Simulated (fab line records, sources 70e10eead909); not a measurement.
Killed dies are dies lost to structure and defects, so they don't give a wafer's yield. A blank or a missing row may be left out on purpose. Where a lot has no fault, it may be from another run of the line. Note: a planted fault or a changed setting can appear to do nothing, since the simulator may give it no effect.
Matching of chambers / flow nand-harc / 3 sister chambers for NHARC_A_ONON_D1_DEP_33 on pecvd-02
The step deposits SiO2, target thk 200 nm. 3 wafers are shown with their chamber, then 9 later ones without.

## WAFERS, EACH WITH ITS CHAMBER
wafer=L997.4; chamber=0; throttle-valve-pct (%)=16.5
wafer=L997.5; chamber=1; throttle-valve-pct (%)=15.7
wafer=L997.6; chamber=2; throttle-valve-pct (%)=15.4

## WAFERS WITH NO CHAMBER GIVEN
wafer=L998.3; throttle-valve-pct (%)=16.0
wafer=L998.5; throttle-valve-pct (%)=16.6
wafer=L998.6; throttle-valve-pct (%)=15.6
wafer=L100.3; throttle-valve-pct (%)=16.7
wafer=L100.5; throttle-valve-pct (%)=16.0
wafer=L100.6; throttle-valve-pct (%)=15.3
wafer=L104.2; throttle-valve-pct (%)=16.4
wafer=L104.3; throttle-valve-pct (%)=15.6
wafer=L104.5; throttle-valve-pct (%)=15.8

## THE CHAMBER EACH PASSED THROUGH
wafer=L998.3; from the rows above=can't be placed: 1 or 0 or 2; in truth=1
wafer=L998.5; from the rows above=0; in truth=0
wafer=L998.6; from the rows above=can't be placed: 1 or 2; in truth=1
wafer=L100.3; from the rows above=0; in truth=0
wafer=L100.5; from the rows above=can't be placed: 1 or 0 or 2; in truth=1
wafer=L100.6; from the rows above=can't be placed: 2 or 1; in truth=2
wafer=L104.2; from the rows above=0; in truth=0
wafer=L104.3; from the rows above=can't be placed: 1 or 2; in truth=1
wafer=L104.5; from the rows above=can't be placed: 1 or 2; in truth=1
Correctly placed: 3 of 9. Unplaceable from these rows: 6, with the true chamber sitting among the candidates in 6. Number placed wrongly: 0.
How it was worked out, from the rows above alone: a wafer's distance from a chamber is the root of the sum, over the readings, of the square of ((its reading less the chamber's mean) divided by the reading's scatter). The wafer belongs to the nearest chamber; if the next one is less than 2 further off, it can't be placed. The mean given for a chamber averages the wafers shown for that chamber. The scatter (one wafer shown for each chamber): square how far every hidden wafer sits from the nearest shown wafer, average those squares and take the square root.
